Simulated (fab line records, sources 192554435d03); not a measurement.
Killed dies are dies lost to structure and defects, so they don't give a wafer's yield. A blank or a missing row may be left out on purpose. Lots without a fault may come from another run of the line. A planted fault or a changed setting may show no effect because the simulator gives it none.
fab line records | flow n5_finfet
record lots=6 wafers=18 last_day=16
route steps=1938 shown SD_EPI_N@267 BEOL_M4@1111 PASSIVATION@1936
lots that met no fault: from a run of the same line without faults
start_h: hours from the record's first day to the start of the lot's first wafer shown | wait_h: hours since the lot's step before | " the same as in the row above | L1.1+2: a row that stands for several wafers | - no value, or no start given | * or withheld: withheld | < > ~ a bound
route shown NAME@n: a module of which the file shows steps, and the number in the route of the first | usual: mean/standard deviation of fault-free wafers | same: alike in all rows | chamber/n: place in a boat | sites: the reading at each site | _std_site: their standard deviation | _edge_site: outer sites' mean less inner sites' | radius_mm: how far each site lies from the wafer's centre | mask NAME#n: copy n | behind: the tool/chamber that last shaped the wafer | hold: why the lot was held/for how many hours/how that ended | device: the transistor (n, p or np) that didn't switch | end of line: the same wafers' tests at the end of the route | a step without rows: its recipe alone | killed: dies lost to structure and defects at the first sort, not the wafer's yield | map: a wafer's dies, x killed, . not, _ none there
set.NAME: the setting as run; set.NAME@STEP: as run at that earlier step | model.NAME: the simulator's own value behind a step, which no gauge read
lots at some steps of the route; a table a step, a row a wafer
services: from which hour (start_h, from the record's first day; less than 0 if before it) a tool's chamber was out of use, for how many hours, and why
## steps
# step N5_SD_EPI_N_EXPOSE_06
# recipe mask_id=SD_N_BLK na=1.35 source_shape=conventional sigma_outer=0.8 polarization=unpolarized target_cd_nm=120 dose_mj=39.75
# step N5_SD_EPI_N_PEB_07
# recipe peb_temp_c=110 peb_time_s=60 resist=CAR-ArF-block
# step N5_SD_EPI_N_DEVELOP_08
# recipe develop_time_s=30 developer=TMAH resist=CAR-ArF-block dev_temp_c=23 rinse_liquid=diw dry=air_spin
# step N5_SD_EPI_N_CD_MEAS_09
# recipe target_cd_nm=120 landing_energy_ev=500 detector=se_inlens
# usual cd_nm=120.0/0.67
# columns lot.wafer tool chamber start_h wait_h cd_nm
L620.1 cd_sem-01 0 50.50 - 119.9
L620.3 " 0 " " 119.3
L620.4 " 0 " " 119.9
L622.3 cd_sem-02 0 60.29 - 120.7
L622.4 " 0 " " 119.2
L622.6 " 0 " " 119.7
L630.2 cd_sem-03 0 110.89 - 120.0
L630.4 " 0 " " 120.5
L630.5 " 0 " " 119.6
L631.2 cd_sem-01 0 117.54 - 119.8
L631.4 " 0 " " 119.0
L631.5 " 0 " " 119.7
L632.1 cd_sem-03 0 124.17 - 120.4
L632.2 " 0 " " 119.1
L632.6 " 0 " " 120.6
L633.2 cd_sem-03 0 128.60 - 120.1
L633.3 " 0 " " 120.4
L633.6 " 0 " " 120.1
# step N5_SD_EPI_N_OVL_MEAS_10
# recipe points_per_wafer=44
# usual SD_N_BLK_OVL=0.2/0.81
# columns lot.wafer tool chamber start_h wait_h SD_N_BLK_OVL[nm]
L620.1 overlay-01 0 50.53 0.0 -0.6
L620.3 " 0 " " -0.9
L620.4 " 0 " " -1.1
L622.3 overlay-02 0 60.32 0.0 0.8
L622.4 " 0 " " 0.4
L622.6 " 0 " " 0.2
L630.2 overlay-02 0 110.92 0.0 0.5
L630.4 " 0 " " 0.1
L630.5 " 0 " " -0.2
L631.2 overlay-02 0 117.57 0.0 1.0
L631.4 " 0 " " 1.3
L631.5 " 0 " " 0.8
L632.1 overlay-01 0 124.20 0.0 0.9
L632.2 " 0 " " 0.5
L632.6 " 0 " " 1.6
L633.2 overlay-02 0 128.63 0.0 -0.3
L633.3 " 0 " " -0.9
L633.6 " 0 " " 0.1
# step N5_SD_EPI_N_INSPECT_11
# recipe mode=adi inspect_instrument=macro
# usual raw_defect_count=1.9/1.2
# columns lot.wafer tool chamber start_h wait_h raw_defect_count
L620.1 defect_inspect-02 - 50.55 0.0 1
L620.3 " - " " 0
L620.4 " - " " 0
L622.3 defect_inspect-02 - 60.35 0.0 3
L622.4 " - " " 3
L622.6 " - " " 2
L630.2 defect_inspect-02 - 110.94 0.0 3
L630.4 " - " " 1
L630.5 " - " " 1
L631.2 defect_inspect-02 - 117.60 0.0 1
L631.4 " - " " 2
L631.5 " - " " 1
L632.1 defect_inspect-02 - 124.22 0.0 1
L632.2 " - " " 1
L632.6 " - " " 3
L633.2 defect_inspect-02 - 128.65 0.0 2
L633.3 " - " " 1
L633.6 " - " " 2
# step N5_SD_EPI_N_DESCUM_14
# recipe chemistry=O2 time_s=7.9 source_power_w=50 bias_power_w=20 pressure_mtorr=20 rf_frequency_hz=2.712e+07 temp_c=40 resist=CAR-ArF-block o2_flow_sccm=225
# usual chamber_pressure_mTorr=20.001/0.019 drypump_motor_current_A=5.9/0.5 oes_product_au=0.77/0.084 rf_vpp_V=243.5/1.4 showerhead_plenum_p_Torr=2.11/0.079 throttle_valve_pct=20.34/0.29
# columns lot.wafer tool chamber start_h wait_h chamber_pressure_mTorr drypump_motor_current_A oes_product_au rf_hours_counter_h rf_vpp_V showerhead_plenum_p_Torr throttle_valve_pct
L620.1 rie_diel-05 3 50.59 0.0 20.018 6.2 0.73 193 242.5 2.01 20.43
L620.3 " 2 " " 19.974 5.6 0.75 148 245.5 2.18 20.61
L620.4 " 1 " " 19.991 6.5 0.74 160 244.6 2.07 19.91
L622.3 rie_diel-02 2 60.38 0.0 20.010 5.7 0.87 37 243.4 2.12 20.28
L622.4 " 2 " " 19.997 5.7 0.86 - 243.5 2.12 20.28
L622.6 " 3 " " 20.020 6.0 0.69 - 242.5 1.99 20.77
L630.2 rie_diel-05 0 110.97 0.0 19.979 5.6 0.69 219 244.0 2.17 20.76
L630.4 " 3 " " 19.984 6.2 0.73 - 241.2 2.00 20.45
L630.5 " 1 " " 19.984 6.5 0.73 - 243.2 2.07 19.93
L631.2 rie_diel-02 0 117.63 0.0 19.999 6.3 0.72 185 245.3 2.16 20.04
L631.4 " 2 " " 19.974 5.7 0.84 - 243.6 2.11 20.33
L631.5 " 3 " " 19.987 6.0 0.96 - 246.4 2.25 20.55
L632.1 rie_diel-02 0 124.25 0.0 20.019 6.3 0.73 187 243.3 2.16 20.05
L632.2 " 1 " " 20.004 6.5 0.98 2 245.1 2.22 19.92
L632.6 " 0 " " 20.013 6.2 0.73 - 244.3 2.16 20.05
L633.2 rie_diel-05 0 128.69 0.0 20.003 5.6 0.69 225 246.0 2.17 20.76
L633.3 " 1 " " 20.011 6.5 0.72 185 244.8 2.06 19.95
L633.6 " 0 " " 19.993 5.6 0.69 - 243.8 2.16 20.76
# step N5_SD_EPI_N_ETCH_34
# recipe chemistry=CF4 target=SiARC target_depth_a=455 mask_material=CAR-ArF-block time_s=75.8 ion_energy_ev=80 pressure_mtorr=40 source_w=545 bias_w=36 Ar_flow_sccm=100 cf4_flow_sccm=100 ends=cleared
# usual chamber_pressure_mTorr=40.00/0.036 drypump_motor_current_A=5.9/0.5 etch_rf_on_time_s=75.3/1.8 oes_product_au=0.66/0.074 rf_vpp_V=184.3/1.3 showerhead_plenum_p_Torr=2.17/0.078 throttle_valve_pct=15.55/0.23
# columns lot.wafer tool chamber start_h wait_h chamber_pressure_mTorr drypump_motor_current_A etch_rf_on_time_s oes_product_au rf_hours_counter_h rf_vpp_V showerhead_plenum_p_Torr throttle_valve_pct
L620.1 rie_diel-05 3 50.62 0.0 39.97 6.2 72.7 0.64 193 182.5 2.05 15.55
L620.3 " 2 " " 40.04 5.6 77.0 0.63 148 183.6 2.23 15.74
L620.4 " 1 " " 39.99 6.5 75.7 0.63 160 183.5 2.13 15.21
L622.3 rie_diel-02 2 60.41 0.0 40.03 5.7 74.4 0.75 37 184.6 2.17 15.41
L622.4 " 2 " " 39.99 5.7 74.4 0.74 - 184.6 2.17 15.40
L622.6 " 3 " " 40.02 6.0 77.1 0.58 - 181.8 2.04 16.03
L630.2 rie_diel-05 0 111.01 0.0 40.01 5.6 75.8 0.59 219 184.7 2.21 15.92
L630.4 " 3 " " 40.01 6.2 70.9 0.63 - 181.4 2.04 15.58
L630.5 " 1 " " 40.04 6.5 75.7 0.63 - 184.9 2.12 15.26
L631.2 rie_diel-02 0 117.67 0.0 40.01 6.2 75.2 0.63 185 185.2 2.22 15.38
L631.4 " 2 " " 39.98 5.7 74.0 0.72 - 184.9 2.16 15.47
L631.5 " 3 " " 40.01 6.0 74.3 0.82 - 184.5 2.29 15.61
L632.1 rie_diel-02 0 124.29 0.0 39.97 6.3 74.7 0.62 187 184.6 2.22 15.39
L632.2 " 1 " " 39.96 6.5 75.2 0.84 2 186.9 2.28 15.22
L632.6 " 0 " " 39.97 6.3 75.1 0.61 - 184.6 2.22 15.39
L633.2 rie_diel-05 0 128.72 0.0 39.97 5.6 76.7 0.59 226 185.7 2.21 15.94
L633.3 " 1 " " 39.98 6.5 77.0 0.61 185 183.9 2.12 15.27
L633.6 " 0 " " 39.97 5.6 76.8 0.59 - 185.0 2.21 15.95
# step N5_SD_EPI_N_ETCH_35
# recipe chemistry=N2/H2 target=SOC overetch_a=1080 mask_material=SiARC temp_c=40 ion_energy_ev=100 source_w=3000 bias_w=133 pressure_mtorr=20 time_s=486 n2_flow_sccm=200 h2_flow_sccm=200
# usual chamber_pressure_mTorr=20.000/0.017 drypump_motor_current_A=6.0/0.5 oes_product_au=0.69/0.072 rf_vpp_V=241.1/1.4 showerhead_plenum_p_Torr=2.56/0.094 throttle_valve_pct=23.8/0.32
# columns lot.wafer tool chamber start_h wait_h chamber_pressure_mTorr drypump_motor_current_A oes_product_au rf_hours_counter_h rf_vpp_V showerhead_plenum_p_Torr throttle_valve_pct
L620.1 rie_diel-05 3 50.68 0.0 19.996 6.3 0.65 193 239.3 2.41 23.7
L620.3 " 2 " " 19.976 5.6 0.67 148 241.4 2.65 24.2
L620.4 " 1 " " 19.988 6.5 0.67 160 240.5 2.55 23.3
L622.3 rie_diel-02 2 60.47 0.0 20.004 5.7 0.78 37 241.3 2.60 24.2
L622.4 " 2 " " 20.005 5.6 0.77 - 241.6 2.60 24.2
L622.6 " 3 " " 19.991 6.0 0.62 - 238.3 2.39 23.7
L630.2 rie_diel-05 0 111.07 0.0 19.990 5.6 0.62 219 241.5 2.60 23.9
L630.4 " 3 " " 20.008 6.3 0.64 - 239.4 2.40 23.7
L630.5 " 1 " " 20.008 6.5 0.65 - 239.8 2.54 23.4
L631.2 rie_diel-02 0 117.72 0.0 19.977 6.3 0.65 185 241.6 2.62 23.4
L631.4 " 2 " " 20.008 5.6 0.75 - 240.8 2.59 24.2
L631.5 " 3 " " 19.978 6.0 0.85 - 241.8 2.70 23.6
L632.1 rie_diel-02 0 124.35 0.0 20.016 6.3 0.65 187 240.7 2.62 23.4
L632.2 " 1 " " 20.006 6.5 0.88 2 244.9 2.71 23.4
L632.6 " 0 " " 20.011 6.2 0.64 - 242.0 2.62 23.4
L633.2 rie_diel-05 0 128.78 0.0 20.009 5.6 0.63 226 242.5 2.60 24.0
L633.3 " 1 " " 19.993 6.5 0.65 185 241.0 2.53 23.4
L633.6 " 0 " " 20.000 5.6 0.62 - 240.7 2.60 24.0
# step N5_SD_EPI_N_STRIP_36
# recipe chemistry=N2/H2 temp_c=40 n2_flow_sccm=200 h2_flow_sccm=200 rf_frequency_hz=6e+07
# step N5_SD_EPI_N_ETCHBACK_44
# recipe chemistry=CH3F/O2 mode=anisotropic_etchback target=SiNx target_depth_a=145 stop_on=SiO2 over_etch_frac=0.3 ion_energy_ev=120 pressure_mtorr=30 source_w=395 bias_w=73 Ar_flow_sccm=150 CH3F_flow_sccm=30 O2_flow_sccm=20
# usual chamber_pressure_mTorr=30.001/0.03 drypump_motor_current_A=5.9/0.5 oes_product_au=0.66/0.068 rf_vpp_V=298/5.7 showerhead_plenum_p_Torr=2.02/0.076 throttle_valve_pct=16.28/0.24
# columns lot.wafer tool chamber start_h wait_h chamber_pressure_mTorr drypump_motor_current_A oes_product_au rf_hours_counter_h rf_vpp_V showerhead_plenum_p_Torr throttle_valve_pct
L620.1 rie_diel-05 3 51.00 0.0 30.021 6.3 0.63 193 287 1.90 16.26
L620.3 " 2 " " 30.032 5.6 0.64 148 294 2.10 16.53
L620.4 " 1 " " 29.959 6.5 0.64 160 302 1.99 15.94
L622.3 rie_diel-02 2 60.79 0.0 30.025 5.6 0.74 38 302 2.02 16.15
L622.4 " 2 " " 30.008 5.6 0.74 - 302 2.02 16.15
L622.6 " 3 " " 29.999 6.0 0.59 - 290 1.90 16.73
L630.2 rie_diel-05 0 111.39 0.0 30.019 5.6 0.60 219 305 2.07 16.67
L630.4 " 3 " " 30.023 6.2 0.62 - 288 1.90 16.32
L630.5 " 1 " " 29.985 6.5 0.63 - 303 1.98 15.97
L631.2 rie_diel-02 0 118.05 0.0 30.022 6.3 0.62 185 302 2.07 16.05
L631.4 " 2 " " 30.005 5.7 0.72 - 300 2.02 16.20
L631.5 " 3 " " 29.980 6.0 0.81 - 294 2.14 16.35
L632.1 rie_diel-02 0 124.67 0.0 29.992 6.2 0.62 187 302 2.07 16.04
L632.2 " 1 " " 29.977 6.5 0.83 3 303 2.13 15.89
L632.6 " 0 " " 29.991 6.2 0.62 - 302 2.07 16.05
L633.2 rie_diel-05 0 129.10 0.0 30.010 5.6 0.60 226 306 2.07 16.69
L633.3 " 1 " " 29.990 6.5 0.62 185 302 1.98 15.99
L633.6 " 0 " " 30.024 5.6 0.60 - 304 2.07 16.69
# step N5_SD_EPI_N_ETCH_45
# recipe chemistry=CH3F/O2 target=SiOCN target_depth_a=60 mask_material=SOC ion_energy_ev=60 bias_w=29 pressure_mtorr=15 source_w=410 Ar_flow_sccm=150 CH3F_flow_sccm=30 O2_flow_sccm=20
# usual chamber_pressure_mTorr=15.000/0.013 drypump_motor_current_A=5.9/0.5 oes_product_au=0.77/0.085 rf_vpp_V=127.6/1.1 showerhead_plenum_p_Torr=2.02/0.076 throttle_valve_pct=23.26/0.29
# columns lot.wafer tool chamber start_h wait_h chamber_pressure_mTorr drypump_motor_current_A oes_product_au rf_hours_counter_h rf_vpp_V showerhead_plenum_p_Torr throttle_valve_pct
L620.1 rie_diel-05 3 51.10 0.1 15.011 6.2 0.74 193 127.6 1.90 23.16
L620.3 " 2 " " 15.015 5.6 0.74 148 128.0 2.09 23.63
L620.4 " 1 " " 14.987 6.5 0.74 160 126.8 1.98 22.81
L622.3 rie_diel-02 2 60.89 0.1 15.027 5.6 0.87 38 126.6 2.02 23.17
L622.4 " 2 " " 14.995 5.6 0.88 - 126.8 2.02 23.17
L622.6 " 3 " " 15.002 6.0 0.68 - 127.7 1.89 23.58
L630.2 rie_diel-05 0 111.49 0.1 15.004 5.6 0.70 220 128.3 2.07 23.65
L630.4 " 3 " " 15.017 6.2 0.74 - 127.4 1.89 23.19
L630.5 " 1 " " 15.011 6.5 0.73 - 126.0 1.97 22.83
L631.2 rie_diel-02 0 118.15 0.1 14.990 6.2 0.72 185 128.4 2.06 22.96
L631.4 " 2 " " 14.991 5.6 0.84 - 126.8 2.01 23.20
L631.5 " 3 " " 14.995 6.0 0.96 - 129.3 2.14 23.50
L632.1 rie_diel-02 0 124.77 0.1 14.983 6.3 0.73 187 128.4 2.06 22.96
L632.2 " 1 " " 14.982 6.5 0.98 3 128.5 2.13 22.87
L632.6 " 0 " " 14.999 6.2 0.72 - 128.4 2.06 22.95
L633.2 rie_diel-05 0 129.20 0.1 15.004 5.6 0.69 226 129.6 2.06 23.67
L633.3 " 1 " " 14.974 6.5 0.72 185 127.7 1.97 22.85
L633.6 " 0 " " 15.006 5.6 0.69 - 127.7 2.06 23.65
# step N5_SD_EPI_N_ETCH_16
# recipe chemistry=CHF3/O2 target=SiO2 target_depth_a=50 mask_material=SOC pressure_mtorr=30 source_w=650 bias_w=170 Ar_flow_sccm=200 CHF3_flow_sccm=50 O2_flow_sccm=5 ion_energy_ev=200
# usual chamber_pressure_mTorr=30.001/0.026 drypump_motor_current_A=5.9/0.5 oes_product_au=0.77/0.084 rf_vpp_V=526/10 showerhead_plenum_p_Torr=2.44/0.088 throttle_valve_pct=18.83/0.25
# columns lot.wafer tool chamber start_h wait_h chamber_pressure_mTorr drypump_motor_current_A oes_product_au rf_hours_counter_h rf_vpp_V showerhead_plenum_p_Torr throttle_valve_pct model.etch.depth_nm model.SiARC_of_SD_EPI_N_COAT_33.thk_nm
L620.1 rie_diel-05 3 51.20 0.1 30.000 6.2 0.74 193 509 2.30 18.81 5.046 11.8
L620.3 " 2 " " 30.041 5.6 0.74 148 520 2.52 19.11 4.903 13.2
L620.4 " 1 " " 30.014 6.5 0.74 160 532 2.40 18.45 4.917 12.6
L622.3 rie_diel-02 2 60.99 0.1 29.984 5.7 0.88 38 530 2.44 18.73 5.073 11.8
L622.4 " 2 " " 30.012 5.6 0.87 - 531 2.44 18.72 5.101 11.6
L622.6 " 3 " " 30.036 6.0 0.68 - 508 2.29 19.22 4.857 13
L630.2 rie_diel-05 0 111.59 0.1 29.991 5.6 0.69 220 537 2.49 19.21 4.945 12.4
L630.4 " 3 " " 29.970 6.3 0.72 - 508 2.30 18.85 5.118 11.6
L630.5 " 1 " " 29.982 6.5 0.72 - 533 2.39 18.50 4.941 12.4
L631.2 rie_diel-02 0 118.25 0.1 29.991 6.2 0.62 185 534 2.49 18.54 3.872 13.2
L631.4 " 2 " " 29.988 5.7 0.73 - 530 2.43 18.74 3.889 12.8
L631.5 " 3 " " 30.009 6.0 0.81 - 516 2.57 18.91 3.9 13
L632.1 rie_diel-02 0 124.87 0.1 30.036 6.3 0.62 187 535 2.49 18.57 3.845 13.2
L632.2 " 1 " " 30.042 6.5 0.83 3 530 2.56 18.41 3.8 13
L632.6 " 0 " " 29.948 6.3 0.61 - 534 2.49 18.56 3.844 13.2
L633.2 rie_diel-05 0 129.30 0.1 29.995 5.6 0.69 226 538 2.49 19.22 5.002 12.6
L633.3 " 1 " " 30.003 6.5 0.72 185 533 2.39 18.50 4.98 12.6
L633.6 " 0 " " 30.020 5.6 0.69 - 538 2.49 19.23 4.932 12.8
# step N5_SD_EPI_N_STRIP_47
# recipe chemistry=CHF3/O2 resist=SiARC rf_frequency_hz=6e+07
# step N5_BEOL_M4_RC_MEAS_101
# usual DIBL_N=36.3/1.8 DIBL_P=36.5/2.1 IOFF_N=0.16/0.031 IOFF_P=0.22/0.038 ION_N=677/12 ION_P=466/7.8 SS_N=71.5/0.61 SS_P=73.2/0.7 VT_N=249/3 VT_P=-248.9/3
# columns lot.wafer tool chamber start_h wait_h DIBL_N[mV/V] DIBL_P[mV/V] IOFF_N[nA/um] IOFF_P[nA/um] ION_N[uA/um] ION_P[uA/um] SS_N[mV/dec] SS_P[mV/dec] VT_N[mV] VT_P[mV]
L620.1 prober-02 0 186.88 0.9 35.9 36.5 0.16 0.23 672 460 70.9 74.1 249 -249.1
L620.3 " 0 " " 38.9 40.9 0.23 0.33 696 483 72.4 74.7 244 -244.1
L620.4 " 0 " " 36.7 37.5 0.17 0.26 692 476 71.4 72.5 248 -247.7
L622.3 prober-02 0 200.55 0.3 36.8 36.6 0.17 0.21 687 467 72.1 72.2 249 -249.6
L622.4 " 0 " " 37.7 38.0 0.19 0.23 686 461 72.6 72.2 247 -247.9
L622.6 " 0 " " 35.1 34.8 0.15 0.18 679 466 71.0 72.4 248 -252.8
L630.2 prober-01 0 236.95 0.2 36.4 35.9 0.14 0.20 676 473 71.2 72.5 251 -250.9
L630.4 " 0 " " 39.8 38.5 0.19 0.24 682 465 71.5 73.9 247 -249.4
L630.5 " 0 " " 37.5 35.8 0.15 0.19 674 460 71.9 73.0 253 -252.9
L631.2 prober-02 0 248.87 0.2 36.3 35.4 0.18 0.22 698 473 71.0 73.7 247 -249.2
L631.4 " 0 " " 36.6 35.6 0.18 0.23 686 470 71.3 73.3 246 -248.0
L631.5 " 0 " " 33.6 32.0 0.12 0.18 670 466 70.5 72.1 252 -246.7
L632.1 prober-01 0 248.99 0.0 34.7 34.1 0.12 0.18 667 459 71.1 72.5 255 -251.3
L632.2 " 0 " " 36.5 35.9 0.14 0.22 678 470 71.6 73.2 250 -247.4
L632.6 " 0 " " 36.4 37.0 0.15 0.24 677 468 71.5 73.6 251 -248.7
L633.2 prober-01 0 264.05 0.2 36.7 35.1 0.15 0.21 663 463 71.4 73.7 251 -250.2
L633.3 " 0 " " 39.5 39.3 0.22 0.29 689 476 72.7 74.1 247 -245.2
L633.6 " 0 " " 36.9 35.9 0.15 0.22 669 471 72.7 74.0 249 -251.2
# step N5_PASSIVATION_PROBE_49
# usual defect_limited_yield=91.2/1.5 killed_at_M0_to_M3=33/9.6 killed_at_M4_up=14/5.6 killed_at_contacts=14/5.5 killed_at_front_end=40/13 killed_at_other=4/3 killed_dies=104/17 killed_open=68/13 killed_short=33/7.2 sort_bin_5_function=5.2/0.95 sort_bin_6_memory=3.3/0.62 sort_bin_8_speed=0.00/0.012 sort_n_pass=1076/17 sort_yield_pct=91.2/1.5
# same gross_dies=1180 killed_at_back_side=0 sort_bin_4_leakage[%]=0
# columns lot.wafer tool chamber start_h wait_h defect_limited_yield[%] killed_at_M0_to_M3 killed_at_M4_up killed_at_contacts killed_at_front_end killed_at_other killed_dies killed_open killed_short sort_bin_5_function[%] sort_bin_6_memory[%] sort_bin_8_speed[%] sort_n_pass sort_yield_pct[%]
L633.2 prober-01 - 372.62 0.1 92.2 37 9 11 32 3 92 64 24 4.7 2.9 0 1088 92.2
L633.3 prober-01 - 372.67 0.1 90.8 34 11 14 40 9 108 58 47 5.2 3.6 0 1072 90.8
L633.6 prober-01 - 372.82 0.3 91.3 32 8 23 34 6 103 65 27 4.7 3.4 0 1077 91.3
# killed by level:class
L633.2 STI_FIN_REVEAL:geometric_particle:open=10 BEOL_M0_SAQP:geometric_particle:open=9 BEOL_M2:geometric_particle:open=9 BEOL_M0_SAQP:geometric_particle:short=8 MOL_CONTACT_COAG:geometric_particle:open=8 BEOL_M1:geometric_particle:open=6 DUMMY_GATE:geometric_particle:open=5 FIN_SAQP:geometric_particle:open=3
L633.3 GATE_CUT:geometric_particle:short=11 BEOL_M0_SAQP:geometric_particle:open=11 MOL_CONTACT_COAG:geometric_particle:open=10 BEOL_M0_SAQP:geometric_particle:short=8 FIN_SAQP:geometric_particle:short=7 FIN_SAQP:geometric_particle:open=6 BEOL_M1:geometric_particle:open=5 PASS1_DEP:geometric_particle:short=5
L633.6 MOL_CONTACT_COAG:geometric_particle:open=18 STI_FIN_REVEAL:geometric_particle:open=9 BEOL_M2:geometric_particle:open=8 BEOL_M1:geometric_particle:open=6 BEOL_M0_SAQP:geometric_particle:short=5 STARTING-WAFER:geometric_particle:open=5 HKMG_FIN:area_etch=5 BEOL_M0_SAQP:geometric_particle:open=4
## services
# columns tool chamber start_h hours kind
rie_diel-02 0 44.15 1.3 repair
rie_diel-02 - 44.53 0.1 repair
rie_diel-02 1 54.43 23.6 repair
rie_diel-02 3 78.32 - clean
rie_diel-02 3 78.32 - consumable_replace:focus_ring
rie_diel-02 3 78.32 - consumable_replace:showerhead
rie_diel-02 3 78.32 12.3 scheduled_down
rie_diel-02 3 78.32 12.3 vent_cycle
rie_diel-02 1 90.78 3.3 repair
rie_diel-02 1 94.14 - clean
rie_diel-02 1 94.14 - consumable_replace:focus_ring
rie_diel-02 1 94.14 - consumable_replace:showerhead
rie_diel-02 1 94.14 24.2 scheduled_down
rie_diel-02 1 94.14 24.2 vent_cycle
rie_diel-05 2 107.24 8.5 repair
## key
first_sign none at tools or gauges
model_effect step=N5_SD_EPI_N_ETCH_16 value=etch.depth_nm without=5.023 struck=3.858
met_at N5_SD_EPI_N_ETCH_16
struck_wafers L631.2,L631.4,L631.5,L632.1,L632.2,L632.6
rows_end L631.2,L631.4,L631.5,L632.1,L632.2,L632.6
onset_between 60.99 118.25
also_fits N5_SD_EPI_N_DESCUM_14:rie_diel-02,N5_SD_EPI_N_ETCH_34:rie_diel-02,N5_SD_EPI_N_ETCH_35:rie_diel-02,N5_SD_EPI_N_ETCHBACK_44:rie_diel-02
fault kind=process_parameter_drift tool=rie_diel-02 chamber=- onset_h=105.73 steps=N5_SD_EPI_N_ETCH_16 channel=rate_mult offset=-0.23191 shape=step
# rows_end: these wafers met a further fault down the route, and their rows from its step on are left out
